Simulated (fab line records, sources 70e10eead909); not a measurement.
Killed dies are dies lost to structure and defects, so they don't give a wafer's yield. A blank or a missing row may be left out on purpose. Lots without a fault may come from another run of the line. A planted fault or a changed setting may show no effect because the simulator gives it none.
Which tool did it? | flow nand_harc | 13 lots, 39 wafers sampled, at 5 steps of a route of 1302

WHAT THE GAUGES READ, wafer by wafer
NHARC_THIN_TSV_CD_MEAS_37. Usual: cd_nm 5000 nm, standard deviation 3.6.
lot  | measured     | on        | cd_nm (nm)     | flag
L476 | day 24 20:17 | cd_sem-01 | 4997 4997 5000 |
L477 | day 25 12:17 | cd_sem-03 | 5001 4999 5003 |
L479 | day 25 11:04 | cd_sem-03 | 4995 4996 4997 |
L480 | day 25 13:32 | cd_sem-02 | 5004 4998 5008 |
L482 | day 26 17:10 | cd_sem-02 | 4996 4994 4998 |
L481 | day 26 18:14 | cd_sem-03 | 5002 5000 5001 |
L483 | day 27 06:59 | cd_sem-02 | 4998 4998 4996 |
L484 | day 27 05:56 | cd_sem-02 | 4998 4998      |
L485 | day 28 07:43 | cd_sem-03 | 4997 4999 5002 |
L486 | day 28 14:29 | cd_sem-03 | 5003 5005      |
L495 | day 32 10:11 | cd_sem-02 | 5002 5003 4997 |
L497 | day 33 04:34 | cd_sem-01 | 4998 5006 4999 |
L498 | day 33 18:33 | cd_sem-03 | 4998 5001 4997 |

NHARC_THIN_TSV_INSPECT_40. Usual: raw_defect_count 558, standard deviation 79.
lot  | measured     | on                | raw_defect_count | flag
L476 | day 25 00:47 | defect_inspect-02 | 480 493 528      |
L477 | day 25 15:35 | defect_inspect-01 | 618 522 538      |
L479 | day 25 15:35 | defect_inspect-02 | 585 526 523      |
L480 | day 25 15:35 | defect_inspect-02 | 565 564 659      |
L482 | day 26 21:41 | defect_inspect-02 | 609 539 603      |
L481 | day 26 21:41 | defect_inspect-01 | 504 604 664      |
L483 | day 27 13:02 | defect_inspect-02 | 575 519 534      |
L484 | day 27 13:02 | defect_inspect-01 | 560 696          |
L485 | day 28 12:15 | defect_inspect-01 | 504 881 531      |
L486 | day 28 16:47 | defect_inspect-02 | 733 655          |
L495 | day 32 14:46 | defect_inspect-01 | 576 716 587      |
L497 | day 33 09:11 | defect_inspect-02 | 473 549 422      |
L498 | day 34 00:23 | defect_inspect-02 | 563 493 576      |

NHARC_END_SORT_01. Usual: defect_limited_yield 91.6 %, standard deviation 2.4; killed_at_array 52, standard deviation 16; killed_at_other 0.8, standard deviation 0.98; killed_at_periphery 4.2, standard deviation 2.9; killed_dies 57, standard deviation 16; killed_open 3.3, standard deviation 1.9; killed_short 2.5, standard deviation 1.5; sort_bin_2_pct 3.0 %, standard deviation 1; sort_bin_3_pct 0.6 %, standard deviation 0.31; sort_bin_4_pct 4.8 %, standard deviation 1.5; sort_n_pass 620, standard deviation 16; sort_rim_yield_pct 90 %, standard deviation 4.1; sort_yield_pct 91.6 %, standard deviation 2.4.
lot  | measured     | on        | defect_limited_yield (%) | killed_at_array | killed_at_other | killed_at_periphery | killed_dies | killed_open | killed_short | sort_bin_2_pct (%) | sort_bin_3_pct (%) | sort_bin_4_pct (%) | sort_n_pass | sort_rim_yield_pct (%) | sort_yield_pct (%) | flag
L476 | day 25 05:24 | prober-01 | 91.1 89.8 90.8           | 57 67 59        | 2 1 1           | 1 1 2               | 60 69 62    | 7 1 4       | 2 3 3        | 3.1 3.1 2.7        | 0.4 0.9 1.0        | 5.3 6.2 5.5        | 617 608 615 | 82 91 83               | 91.1 89.8 90.8     |
L477 | day 26 03:53 | prober-02 | 92.2 91.7 96.2           | 46 52 24        | 3 0 0           | 4 4 2               | 53 56 26    | 5 8 2       | 2 2 1        | 2.8 3.2 1.5        | 0.7 0.3 0.1        | 4.3 4.7 2.2        | 624 621 651 | 88 87 92               | 92.2 91.7 96.2     |
L479 | day 25 20:14 | prober-01 | 94.7 91.3 92.3           | 28 57 52        | 0 0 0           | 8 2 0               | 36 59 52    | 3 2 4       | 5 2 1        | 1.6 3.2 3.0        | 0.4 0.6 0.6        | 3.2 4.9 4.1        | 641 618 625 | 87 85 90               | 94.7 91.3 92.3     |
L480 | day 25 18:37 | prober-02 | 91.6 90.0 89.2           | 53 68 73        | 0 0 0           | 4 0 0               | 57 68 73    | 3 1 2       | 0 2 2        | 2.7 3.5 3.8        | 0.7 0.7 0.7        | 5.0 5.8 6.2        | 620 609 604 | 83 83 90               | 91.6 90.0 89.2     |
L482 | day 27 01:32 | prober-01 | 90.3 89.2 89.1           | 64 71 72        | 0 0 1           | 2 2 1               | 66 73 74    | 3 3 6       | 4 2 0        | 2.8 4.6 4.7        | 0.9 0.4 0.9        | 6.1 5.8 5.3        | 611 604 603 | 80 85 86               | 90.3 89.2 89.1     |
L481 | day 27 00:40 | prober-02 | 87.4 88.2 89.2           | 82 79 66        | 0 0 0           | 3 1 7               | 85 80 73    | 3 2 8       | 5 3 3        | 4.0 3.7 4.0        | 1.0 1.0 0.7        | 7.5 7.1 6.1        | 592 597 604 | 92 92 81               | 87.4 88.2 89.2     |
L483 | day 27 16:05 | prober-01 | 91.7 90.5 90.0           | 46 58 53        | 0 2 1           | 10 4 14             | 56 64 68    | 6 2 6       | 2 2 2        | 2.4 3.7 3.4        | 0.9 1.2 0.7        | 5.0 4.6 5.9        | 621 613 609 | 89 97 92               | 91.7 90.5 90.0     |
L484 | day 27 16:05 | prober-02 | 0 89.8 91.9              | 671 62 50       | 3 4 4           | 3 3 1               | 677 69 55   | 3 1 5       | 3 2 1        | 92.3 4.9 3.7       | 1.3 0.6 0.3        | 6.4 4.7 4.1        | 0 608 622   | 0 85 94                | 0 89.8 91.9        | OFF
L485 | day 28 16:54 | prober-02 | 91.0 90.8 88.8           | 56 57 70        | 1 1 2           | 4 4 4               | 61 62 76    | 7 1 3       | 2 2 3        | 3.2 4.0 3.2        | 0.4 1.0 1.5        | 5.3 4.1 6.5        | 616 615 601 | 89 92 92               | 91.0 90.8 88.8     |
L486 | day 28 23:06 | prober-02 | 87.7 0 89.2              | 72 669 59       | 1 2 1           | 10 6 13             | 83 677 73   | 5 0 7       | 4 2 5        | 3.7 94.4 3.7       | 0.7 0.7 1.2        | 7.8 4.9 5.9        | 594 0 604   | 90 0 94                | 87.7 0 89.2        | OFF
L495 | day 32 17:50 | prober-01 | 91.6 91.7 94.4           | 53 52 30        | 1 1 0           | 3 3 8               | 57 56 38    | 3 2 4       | 1 0 3        | 3.1 4.0 2.7        | 0.4 0.6 0.9        | 4.9 3.7 2.1        | 620 621 639 | 87 95 88               | 91.6 91.7 94.4     |
L497 | day 33 13:04 | prober-02 | 94.7 94.2 93.6           | 31 37 38        | 3 1 1           | 2 1 4               | 36 39 43    | 3 3 4       | 0 4 4        | 1.6 1.2 1.8        | 0.4 0.7 0.4        | 3.2 3.8 4.1        | 641 638 634 | 91 90 90               | 94.7 94.2 93.6     |
L498 | day 34 03:25 | prober-01 | 89.1 90.7 91.1           | 67 56 52        | 0 0 0           | 7 7 8               | 74 63 60    | 4 3 6       | 5 4 5        | 2.8 2.8 3.5        | 0.7 0.9 0.6        | 7.4 5.6 4.7        | 603 614 617 | 92 91 88               | 89.1 90.7 91.1     |

WHICH TOOL RAN EACH LOT (tool, then ch and the chambers of the sampled wafers, then the start)
lot  | NHARC_A_BONDPAD_PVD_27       | NHARC_THIN_TSV_DEGAS_53
L476 | pvd_sputter-01, day 24 00:32 | pvd_sputter-02, day 24 17:49
L477 | pvd_sputter-02, day 24 14:10 | pvd_sputter-03, day 25 09:47
L479 | pvd_sputter-01, day 24 14:44 | pvd_sputter-03, day 25 08:34
L480 | pvd_sputter-02, day 24 17:08 | pvd_sputter-02, day 25 11:05
L482 | pvd_sputter-03, day 25 19:40 | pvd_sputter-02, day 26 14:43
L481 | pvd_sputter-03, day 25 22:40 | pvd_sputter-01, day 26 15:39
L483 | pvd_sputter-03, day 26 09:04 | pvd_sputter-02, day 27 04:32
L484 | pvd_sputter-03, day 26 11:25 | pvd_sputter-01, day 27 03:20
L485 | pvd_sputter-01, day 27 09:09 | pvd_sputter-01, day 28 05:08
L486 | pvd_sputter-03, day 27 15:30 | pvd_sputter-02, day 28 11:16
L495 | pvd_sputter-03, day 31 10:18 | pvd_sputter-02, day 32 07:34
L497 | pvd_sputter-02, day 32 05:58 | pvd_sputter-03, day 33 01:56
L498 | pvd_sputter-03, day 32 21:28 | pvd_sputter-02, day 33 15:57
- NHARC_A_BONDPAD_PVD_27: deposits Cu, target thk 30 nm, time 20.49 s.
- NHARC_THIN_TSV_DEGAS_53: time 60 s.

WHAT THE TOOLS THEMSELVES READ (means of the sampled wafers that have a number; where no wafer has one, the mark that the record gives instead)
NHARC_A_BONDPAD_PVD_27. Usual: throttle_valve_pct 29.9 %, standard deviation 1.
lot  | tool           | throttle_valve_pct (%) | flag
L476 | pvd_sputter-01 | 29.3                   |
L477 | pvd_sputter-02 | 29.4                   |
L479 | pvd_sputter-01 | 30.5                   |
L480 | pvd_sputter-02 | 29.7                   |
L482 | pvd_sputter-03 | 30.5                   |
L481 | pvd_sputter-03 | 30.3                   |
L483 | pvd_sputter-03 | 30.9                   |
L484 | pvd_sputter-03 | 30.2                   |
L485 | pvd_sputter-01 | 31.4                   |
L486 | pvd_sputter-03 | 29.9                   |
L495 | pvd_sputter-03 | 30.0                   |
L497 | pvd_sputter-02 | 29.7                   |
L498 | pvd_sputter-03 | 30.4                   |

NHARC_THIN_TSV_DEGAS_53. Usual: heater_power_w 457 W, standard deviation 39.
lot  | tool           | heater_power_w (W) | flag
L476 | pvd_sputter-02 | 463                |
L477 | pvd_sputter-03 | 460                |
L479 | pvd_sputter-03 | 432                |
L480 | pvd_sputter-02 | 465                |
L482 | pvd_sputter-02 | 420                |
L481 | pvd_sputter-01 | 520                |
L483 | pvd_sputter-02 | 428                |
L484 | pvd_sputter-01 | 501                |
L485 | pvd_sputter-01 | 470                |
L486 | pvd_sputter-02 | 416                |
L495 | pvd_sputter-02 | 437                |
L497 | pvd_sputter-03 | 477                |
L498 | pvd_sputter-02 | 446                |

THE ANSWER, worked out from the rows above alone
Rule: a lot is off if the mean of its wafers that have a number lies more than 3 standard deviations from the usual mean. A lot without any number at a reading at which 4 lots or more have one is off too. The other lots that the step has rows for count as sound. The gauges are gone through in route order, then the tools' own readings, and for those a lot's mean is taken as printed above. The first step at which some lot is off is used, and at that step the reading that is off furthest; a lot without a number counts as furthest.
Off: L484, L486, at NHARC_END_SORT_01 (sort_bin_2_pct).
A tool fits if, at a process step before that reading, it ran every lot that is off, and no sound lot after the first of them. The gauges at NHARC_END_SORT_01 are tried like those tools. None of those tried fits.

WHAT THE SIMULATOR HAD PUT IN
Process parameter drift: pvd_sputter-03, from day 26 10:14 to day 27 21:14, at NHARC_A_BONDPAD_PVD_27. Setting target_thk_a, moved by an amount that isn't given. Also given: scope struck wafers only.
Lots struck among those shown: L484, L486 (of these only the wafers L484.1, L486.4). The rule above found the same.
